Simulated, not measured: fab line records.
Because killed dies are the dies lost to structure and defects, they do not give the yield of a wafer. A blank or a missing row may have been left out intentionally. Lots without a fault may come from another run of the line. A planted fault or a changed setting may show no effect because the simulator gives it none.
The tool behind it: which one? + flow nand harc + 36 wafers from 12 lots sampled at 5 of the route's 1159 steps

WHAT THE GAUGES READ, wafer by wafer
NHARC_END_SORT_01. Usual: killed at array 28, standard deviation 11; killed at other 0.5, standard deviation 0.85; killed at periphery 2.7, standard deviation 1.9; killed dies 32, standard deviation 12; killed open 3.3, standard deviation 1.6; killed short 2.1, standard deviation 1.5.
| lot  | measured     | on        | killed at array | killed at other | killed at periphery | killed dies | killed open | killed short | flag |
|------|--------------|-----------|-----------------|-----------------|---------------------|-------------|-------------|--------------|------|
| L821 | day 21 09:08 | prober-01 | 22 24 15        | 0 0 0           | 5 4 5               | 27 28 20    | 4 1 2       | 3 1 1        |      |
| L820 | day 21 00:32 | prober-01 | 15 24 20        | 0 0 0           | 4 2 3               | 19 26 23    | 6 3 1       | 1 2 2        |      |
| L825 | day 21 19:14 | prober-01 | 35 26           | 0 2             | 3 0                 | 38 28       | 4 2         | 2 0          |      |
| L832 | day 24 04:15 | prober-01 | 16 14 18        | 3 0 0           | 2 1 3               | 21 15 21    | 2 3 5       | 3 1 3        |      |

WHAT TOOL EACH LOT RAN ON (gives the tool, then ch and the chambers of the sampled wafers, and finally the start)
| lot  | NHARC_A_CHANNEL_FILL_D1_ALD_02   | NHARC_A_CHANNEL_FILL_D1_ALD_15                 | NHARC_A_CHANNEL_FILL_D1_ALD_25   | NHARC_A_STAIRCASE_ETCH_169         |
|------|----------------------------------|------------------------------------------------|----------------------------------|------------------------------------|
| L817 | ald hk-01 ch 0,1, day 8 16:00    | ald sin batch-03 ch 0, day 10 06:38 or earlier | ald hk-01 ch 1,2, day 10 06:38   | rie diel-11 ch 0,1, day 10 23:26   |
| L819 | ald hk-01 ch 0,1,2, day 8 19:55  | ald sin batch-03 ch 0, day 10 07:23 or earlier | ald hk-04 ch 0,1,2, day 10 07:23 | rie diel-11 ch 0,2, day 10 23:30   |
| L821 | ald hk-02 ch 1,2,3, day 9 14:50  | ald sin batch-02 ch 0, day 11 03:34 or earlier | ald hk-04 ch 0,2,3, day 11 03:34 | rie diel-11 ch 1,2,3, day 11 16:12 |
| L820 | ald hk-01 ch 0,2,3, day 9 15:05  | ald sin batch-02 ch 0, day 11 04:11 or earlier | ald hk-02 ch 0,2,3, day 11 04:11 | rie diel-11 ch 0,1,3, day 11 16:25 |
| L822 | ald hk-02 ch 0,1,3, day 9 19:25  | ald sin batch-01 ch 0, day 11 10:26 or earlier | ald hk-01 ch 1,2,3, day 11 10:26 | rie diel-03 ch 2,3, day 11 23:40   |
| L823 | ald hk-02 ch 1,2, day 9 19:46    | ald sin batch-01 ch 0, day 11 12:17 or earlier | ald hk-02 ch 1,2,3, day 11 12:17 | rie diel-02 ch 1,2,3, day 11 23:56 |
| L826 | ald hk-02 ch 2,3, day 10 17:35   | ald sin batch-02 ch 0, day 12 07:14 or earlier | ald hk-02 ch 0,1,2, day 12 07:14 | rie diel-11 ch 2,3, day 12 19:13   |
| L825 | ald hk-02 ch 0,1,2, day 10 19:19 | ald sin batch-02 ch 0, day 12 06:01 or earlier | ald hk-04 ch 0,1,3, day 12 06:01 | rie diel-11 ch 0,2,3, day 12 19:04 |
| L827 | ald hk-04 ch 0,3, day 10 21:46   | ald sin batch-03 ch 0, day 12 12:46 or earlier | ald hk-04 ch 1,2,3, day 12 12:46 | rie diel-03 ch 0,2, day 13 01:19   |
| L832 | ald hk-01 ch 0,1, day 12 15:07   | ald sin batch-02 ch 0, day 14 04:05 or earlier | ald hk-01 ch 1,3, day 14 04:05   | rie diel-11 ch 1,3, day 14 16:37   |
| L830 | ald hk-01 ch 0,2,3, day 12 18:08 | ald sin batch-01 ch 0, day 14 05:43 or earlier | ald hk-02 ch 0,2,3, day 14 05:43 | rie diel-11 ch 0,1,2, day 14 16:56 |
| L836 | ald hk-01 ch 1,2,3, day 13 07:05 | ald sin batch-02 ch 0, day 14 19:18 or earlier | ald hk-01 ch 0,1, day 14 19:18   | rie diel-11 ch 0,2,3, day 15 09:25 |
- NHARC_A_CHANNEL_FILL_D1_ALD_02: deposits SiO2, target thk 6 nm, pulse time 10 s, ald cycles 60.
- NHARC_A_CHANNEL_FILL_D1_ALD_15: deposits SiNx, target thk 2 nm, pulse time 60 s, ald cycles 19.
- NHARC_A_CHANNEL_FILL_D1_ALD_25: deposits SiOx, target thk 60 nm, pulse time 10 s, ald cycles 600.
- NHARC_A_STAIRCASE_ETCH_169: etches the open film in CH3F/O2, target depth 50 nm, time 107.1 s.

WHAT THE TOOLS THEMSELVES READ (means of the sampled wafers that have a number; where no wafer has one, the mark that the record gives instead)
NHARC_A_CHANNEL_FILL_D1_ALD_02. Usual: heater power w 489 W, standard deviation 41; precursor pulse height rel 0.997, standard deviation 0.019.
| lot  | tool      | heater power w (W) | precursor pulse height rel | flag |
|------|-----------|--------------------|----------------------------|------|
| L817 | ald hk-01 | 488                | 1.000                      |      |
| L819 | ald hk-01 | 484                | 1.008                      |      |
| L821 | ald hk-02 | 476                | 0.991                      |      |
| L820 | ald hk-01 | 480                | 1.008                      |      |
| L822 | ald hk-02 | 490                | 0.983                      |      |
| L823 | ald hk-02 | 488                | 0.988                      |      |
| L826 | ald hk-02 | 463                | 0.997                      |      |
| L825 | ald hk-02 | 516                | 1.001                      |      |
| L827 | ald hk-04 | 558                | 1.012                      |      |
| L832 | ald hk-01 | 460                | 0.993                      |      |
| L830 | ald hk-01 | 477                | 0.988                      |      |
| L836 | ald hk-01 | 500                | 0.991                      |      |

NHARC_A_CHANNEL_FILL_D1_ALD_15. Usual: chamber pressure Torr 2.000 Torr, standard deviation 0.0044; precursor pulse height rel 1.002, standard deviation 0.02.
| lot  | tool             | chamber pressure Torr (Torr) | precursor pulse height rel | flag |
|------|------------------|------------------------------|----------------------------|------|
| L817 | ald sin batch-03 | 2.002                        | 1.031                      |      |
| L819 | ald sin batch-03 | 2.003                        | 0.996                      |      |
| L821 | ald sin batch-02 | 2.002                        | 1.005                      |      |
| L820 | ald sin batch-02 | 2.000                        | 0.992                      |      |
| L822 | ald sin batch-01 | 1.996                        | 1.000                      |      |
| L823 | ald sin batch-01 | 1.999                        | 0.988                      |      |
| L826 | ald sin batch-02 | 2.000                        | 1.029                      |      |
| L825 | ald sin batch-02 | 1.999                        | 1.002                      |      |
| L827 | ald sin batch-03 | 1.994                        | 1.016                      |      |
| L832 | ald sin batch-02 | 1.993                        | 1.002                      |      |
| L830 | ald sin batch-01 | 1.997                        | 0.993                      |      |
| L836 | ald sin batch-02 | 1.997                        | 1.019                      |      |

NHARC_A_CHANNEL_FILL_D1_ALD_25. Usual: heater power w 487 W, standard deviation 51; precursor pulse height rel 0.998, standard deviation 0.018.
| lot  | tool      | heater power w (W) | precursor pulse height rel | flag |
|------|-----------|--------------------|----------------------------|------|
| L817 | ald hk-01 | 504                | 1.018                      |      |
| L819 | ald hk-04 | 483                | 1.020                      |      |
| L821 | ald hk-04 | 505                | 1.006                      |      |
| L820 | ald hk-02 | 494                | 1.002                      |      |
| L822 | ald hk-01 | 498                | 0.997                      |      |
| L823 | ald hk-02 | 479                | 1.004                      |      |
| L826 | ald hk-02 | 508                | 0.992                      |      |
| L825 | ald hk-04 | 499                | 1.007                      |      |
| L827 | ald hk-04 | 452                | 1.002                      |      |
| L832 | ald hk-01 | 487                | 0.983                      |      |
| L830 | ald hk-02 | 505                | 1.006                      |      |
| L836 | ald hk-01 | 472                | 1.000                      |      |

NHARC_A_STAIRCASE_ETCH_169. Usual: chamber pressure mTorr 24.998 mTorr (standard deviation 0.024); drypump motor current A 5.76 A (standard deviation 0.28); oes product au 0.946 a.u. (standard deviation 0.017); rf vpp V 244.7 V (standard deviation 1.3); run length s 128.5 s (standard deviation 0.37); showerhead plenum p Torr 2.48 Torr (standard deviation 0.076); throttle valve pct 20.664 % (standard deviation 0.0089).
| lot  | tool        | chamber pressure mTorr (mTorr) | drypump motor current A (A) | oes product au (a.u.) | rf vpp V (V) | run length s (s) | showerhead plenum p Torr (Torr) | throttle valve pct (%) | flag |
|------|-------------|--------------------------------|-----------------------------|-----------------------|--------------|------------------|---------------------------------|------------------------|------|
| L817 | rie diel-11 | 24.982                         | 5.92                        | 0.932                 | 244.6        | 128.7            | 2.49                            | 20.659                 |      |
| L819 | rie diel-11 | 24.980                         | 5.86                        | 0.929                 | 244.7        | 129.0            | 2.52                            | 20.673                 |      |
| L821 | rie diel-11 | 25.010                         | 5.56                        | 0.969                 | 245.5        | 128.7            | 2.52                            | 20.666                 |      |
| L820 | rie diel-11 | 24.967                         | 5.81                        | 0.949                 | 245.2        | 128.8            | 2.49                            | 20.668                 |      |
| L822 | rie diel-03 | 24.998                         | 5.78                        | 0.948                 | 244.4        | 128.1            | 2.43                            | 20.667                 |      |
| L823 | rie diel-02 | 24.979                         | 5.71                        | 0.941                 | 242.5        | 128.5            | 2.32                            | 20.658                 |      |
| L826 | rie diel-11 | 25.010                         | 5.46                        | 0.948                 | 245.8        | 128.7            | 2.52                            | 20.661                 |      |
| L825 | rie diel-11 | 24.989                         | 5.66                        | 0.956                 | 245.0        | 128.5            | 2.52                            | 20.662                 |      |
| L827 | rie diel-03 | 25.005                         | 5.88                        | 0.940                 | 245.0        | 128.4            | 2.53                            | 20.662                 |      |
| L832 | rie diel-11 | 25.013                         | 5.74                        | 0.922                 | 244.8        | 128.5            | 2.48                            | 20.665                 |      |
| L830 | rie diel-11 | 24.995                         | 5.78                        | 0.937                 | 245.4        | 132.4            | 2.51                            | 20.664                 | OFF  |
| L836 | rie diel-11 | 25.010                         | 5.68                        | 0.934                 | 245.0        | 132.2            | 2.51                            | 20.660                 | OFF  |

THE ANSWER, worked out from the rows above alone
Rule: a lot is off if the mean of its wafers that have a number lies more than 3 standard deviations from the usual mean. A lot without any number at a reading at which 4 lots or more have one is off too. Any other lot the step has rows for is counted as sound. First the gauges in route order, then the tools' own readings, where a lot's mean is used as printed above. At the first step where some lot is off, the reading lying furthest off is the one used; lots without a number count as furthest.
Off: L830, L836, at NHARC_A_STAIRCASE_ETCH_169 (run length s).
If a tool, at that step or one of the process steps before it, ran each lot that is off and ran no sound lot following the first of them, it fits. With no start given for some of its lots, NHARC_A_CHANNEL_FILL_D1_ALD_15 uses the hours and lot order of NHARC_A_CHANNEL_FILL_D1_ALD_25. Can't be told from this: 2 tools fit, ald hk-01 at NHARC_A_CHANNEL_FILL_D1_ALD_02, rie diel-11 at NHARC_A_STAIRCASE_ETCH_169.

WHAT THE SIMULATOR HAD INSERTED
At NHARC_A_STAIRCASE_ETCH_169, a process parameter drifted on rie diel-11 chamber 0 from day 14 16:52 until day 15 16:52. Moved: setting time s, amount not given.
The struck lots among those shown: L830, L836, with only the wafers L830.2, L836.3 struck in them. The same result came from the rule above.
